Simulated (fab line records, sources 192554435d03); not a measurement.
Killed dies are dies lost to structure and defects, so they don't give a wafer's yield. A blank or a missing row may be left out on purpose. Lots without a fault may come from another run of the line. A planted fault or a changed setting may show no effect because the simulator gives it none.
A lot that was struck, set against a sound lot || flow n5_finfet || 38 steps out of a route of 1938
Sound: wafers L488.2, L488.4, L488.6. Struck: wafers L478.1, L478.5 (left out: L478.6, a lot-mate that was not struck); the cause follows at the end.
Each step with rows lists, per side, the tool, then ch with its chambers, then its first start. Under that, the readings that differ: sound wafers || struck wafers || difference of the means || sigmas: that difference in standard deviations of wafers without a fault.
alike: words and numbers the same on both sides, and readings whose means are apart by under 2 such deviations; not compared: readings that were withheld, readings missing a value for some wafer, numbers with overlapping values and no deviation given by the record, and bounds like >300 which may hide the same value.
The two part at a step that has a row with sigmas, a row that says differs or no value, or rows on one side only. Non-overlapping numbers with no deviation appear without sigmas and do not part them. A reading missing from all wafers of one side parts the sides only when that side holds two or more wafers.

first, 9 steps without rows for these wafers: N5_BEOL_M3_ANNEAL_95 (time 240 s); N5_BEOL_M3_SPUTTER_96 (material Cu, target thk 4.5 nm, time 8.29 s); N5_BEOL_M3_ECD_50 (material Cu, target thk 300 nm); N5_BEOL_M3_ANNEAL_51 (time 90 s); N5_BEOL_M3_CMP_52 (polishes, stops on SiOC, t overpolish 6.8 s, target thk 40 nm); N5_BEOL_M3_PRE_CLEAN_60 (time 15 s); N5_BEOL_M3_CO_CAP_55 (material Co, precursor CCTBA/H2, target thk 2 nm, time 102.1 s); N5_BEOL_M3_PRE_CLEAN_56 (time 15 s); N5_BEOL_M3_DEP_57 (deposits SiCN from 3MS/NH3, target thk 8 nm, time 14 s).
N5_BEOL_M4_ILD_DEP_00: deposits SiOC from DEMS/O2, target thk 79 nm, time 15.3 s.
  sound on pecvd-04 ch 0,1, day 11 11:02; struck on pecvd-04 ch 0,1, day 8 20:19
{"reading": "rf_fwd_power_W (W)", "sound": "494.0 490.3 497.1", "struck": "- -", "difference": "no value on the struck wafers", "sigmas": ""}
{"reading": "model.SiOC_of_BEOL_M4_ILD_DEP_00.thk_nm (nm)", "sound": "78.8 80 81", "struck": "58.8 61", "difference": -20.0, "sigmas": ""}
  alike: heater_power_w, showerhead_plenum_p_Torr, throttle_valve_pct
N5_BEOL_M4_THK_MEAS_01:
  sound on film_metro-02, day 11 11:07; struck on film_metro-02, day 8 20:23
{"reading": "M4_ILD_THK (nm)", "sound": "78.9 80.1 81.0", "struck": "58.9 61.0", "difference": -20.0, "sigmas": -18}
then, 24 steps without rows for these wafers: N5_BEOL_M4_PECVD_72 (deposits SiO2 from TEOS/O2, target thk 16 nm, time 18 s); N5_BEOL_M4_HM_DEP_02 (deposits TiN, target thk 20 nm); N5_BEOL_M4_COAT_61 (time 60 s, resist thk 60 nm); N5_BEOL_M4_COAT_62 (time 60 s, resist thk 12 nm); N5_BEOL_M4_COAT_73 (time 60 s, resist thk 5 nm); N5_BEOL_M4_COAT_05 (resist thk 30 nm); N5_BEOL_M4_EBR_07; N5_BEOL_M4_SOFTBAKE_06 (time 60 s); N5_BEOL_M4_EXPOSE_08 (exposes mask M4); N5_BEOL_M4_PEB_09 (peb time 60 s); N5_BEOL_M4_DEVELOP_10 (develop time 30 s); N5_BEOL_M4_DESCUM_16 (chemistry O2, time 7 s); N5_BEOL_M4_ETCH_74 (etches underlayer in N2/H2, target depth 6.5 nm, time 5.2 s); N5_BEOL_M4_ETCH_63 (etches SiARC in CF4, target depth 15.6 nm, time 26 s); N5_BEOL_M4_ETCH_64 (etches SOC in N2/H2, target depth 75 nm, overetch 22.5 nm, time 121.9 s); N5_BEOL_M4_STRIP_65 (strips in N2/H2); N5_BEOL_M4_STRIP_75 (strips in N2/H2); N5_BEOL_M4_STRIP_66 (strips in CF4); N5_BEOL_M4_HM_OPEN_17 (chemistry Cl2/BCl3, target TiN, target depth 20 nm, overetch 6 nm); N5_BEOL_M4_STRIP_19 (strips in O2); N5_BEOL_M4_COAT_67 (time 60 s, resist thk 60 nm); N5_BEOL_M4_COAT_68 (time 60 s, resist thk 12 nm); N5_BEOL_M4_COAT_76 (time 60 s, resist thk 5 nm); N5_BEOL_M4_COAT_22 (resist thk 30 nm).
N5_BEOL_M4_CMP_52: polishes, stops on SiOC, t overpolish 6.8 s, target thk 40 nm.
  sound on cmp-01 ch 2,3, day 12 01:04; struck on cmp-03 ch 0,3, day 9 05:42
{"reading": "model.SiOC_of_BEOL_M4_ILD_DEP_00.thk_nm (nm)", "sound": "75.8 77 78", "struck": "55.8 58", "difference": -20.0, "sigmas": ""}
  alike: edge_zone_pressure_frac, motor_current_A
  not compared: pad_life_wafers
N5_BEOL_M4_RC_MEAS_101:
  sound on prober-02 ch 0, day 12 01:48; struck on prober-02 ch 0, day 9 06:16
  alike: DIBL_N, DIBL_P, IOFF_N, IOFF_P, ION_N, ION_P, SS_N, SS_P, VT_N, VT_P
-- a jump in the record: the struck wafers' starts before and after are 5 days apart (it breaks off in module BEOL_M4 and resumes in module PASSIVATION, where the first step shown is number 1936 of the route) --
N5_PASSIVATION_PROBE_49:
  sound on prober-01, day 16 07:59; struck on prober-01, day 13 19:47
{"reading": "killed_at_M4_up", "sound": "3 10 10", "struck": "25 32", "difference": "+21", "sigmas": "+4"}
  alike: defect_limited_yield, killed_at_M0_to_M3, killed_at_contacts, killed_at_front_end, killed_at_other, killed_dies, killed_open, killed_short, sort_bin_5_function, sort_bin_6_memory, sort_n_pass, sort_yield_pct

## WHERE THEY PART
Earliest at N5_BEOL_M4_ILD_DEP_00; latest, in this record, at N5_PASSIVATION_PROBE_49.

WHY: the cause the simulator had injected
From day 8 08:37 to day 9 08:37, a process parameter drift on pecvd-04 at N5_BEOL_M4_ILD_DEP_00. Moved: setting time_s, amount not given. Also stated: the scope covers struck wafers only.
